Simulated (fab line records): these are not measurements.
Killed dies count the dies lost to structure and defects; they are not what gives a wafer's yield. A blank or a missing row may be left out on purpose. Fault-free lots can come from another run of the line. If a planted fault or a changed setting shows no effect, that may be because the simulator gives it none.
Chamber matching	flow n5_finfet	N5_BEOL_M0_SAQP_STRIP_86 on rie_diel-02 has 4 sister chambers
The step strips in N2/H2. 20 wafers are shown with their chamber, then 10 later ones without.

## WAFERS WITH THEIR CHAMBER
wafer	chamber	drypump_motor_current_A (A)	showerhead_plenum_p_Torr (Torr)	oes_product_au (a.u.)
L081.2	2	5.8	3.34	0.68
L081.5	1	5.2	3.30	0.93
L081.6	0	5.0	3.13	0.79
L084.2	3	5.5	3.35	0.73
L084.4	0	5.0	3.13	0.78
L084.6	2	5.8	3.33	0.67
L085.1	3	5.5	3.35	0.72
L085.4	2	5.8	3.33	0.68
L085.5	1	5.2	3.29	0.90
L086.1	0	5.0	3.12	0.79
L086.2	2	5.8	3.33	0.69
L086.3	3	5.4	3.35	0.74
L086.4	1	5.2	3.29	0.90
L086.5	2	5.8	3.33	0.69
L086.6	3	5.5	3.35	0.73
L087.1	3	5.5	3.35	0.73
L087.2	1	5.2	3.29	0.89
L087.3	2	5.8	3.33	0.68
L092.1	3	5.5	3.34	0.72
L092.4	0	5.0	3.12	0.77

SIGNATURES (averages over the wafers above)
reading	chamber 0	chamber 1	chamber 2	chamber 3	scatter within a chamber
drypump_motor_current_A	5.000	5.200	5.800	5.483	0.0228
showerhead_plenum_p_Torr	3.1250	3.2925	3.3317	3.3483	0.00462
oes_product_au	0.7825	0.9050	0.6817	0.7283	0.0104
Rule: a wafer's distance from a chamber is the root of the sum, over the readings, of the square of ((its reading less the chamber's mean) divided by the reading's scatter). If the next closest chamber is less than 2 further off than the closest, the wafer can't be placed; otherwise it belongs to the closest. The scatter: the root of (the sum of the squares of (reading less its chamber's mean) over the shown wafers, divided by (wafers less chambers)).

## WAFERS WHOSE CHAMBER IS MISSING
wafer	drypump_motor_current_A (A)	showerhead_plenum_p_Torr (Torr)	oes_product_au (a.u.)
L092.5	5.2	3.29	0.89
L093.1	5.4	3.34	0.72
L093.4	5.0	3.12	0.79
L093.6	5.8	3.33	0.67
L095.2	5.0	3.12	0.78
L095.4	5.8	3.32	0.67
L095.5	5.2	3.28	0.89
L096.3	5.5	3.33	0.70
L096.4	5.8	3.32	0.66
L096.6	5.8	3.32	0.66

## THE CHAMBER EACH PASSED THROUGH
wafer	from the rows above	in truth
L092.5	1	1
L093.1	3	3
L093.4	0	0
L093.6	2	2
L095.2	0	0
L095.4	2	2
L095.5	1	1
L096.3	3	3
L096.4	2	2
L096.6	2	2
Correct placement for 10 of the 10. From these rows, 0 cannot be placed. Placed wrongly: 0.
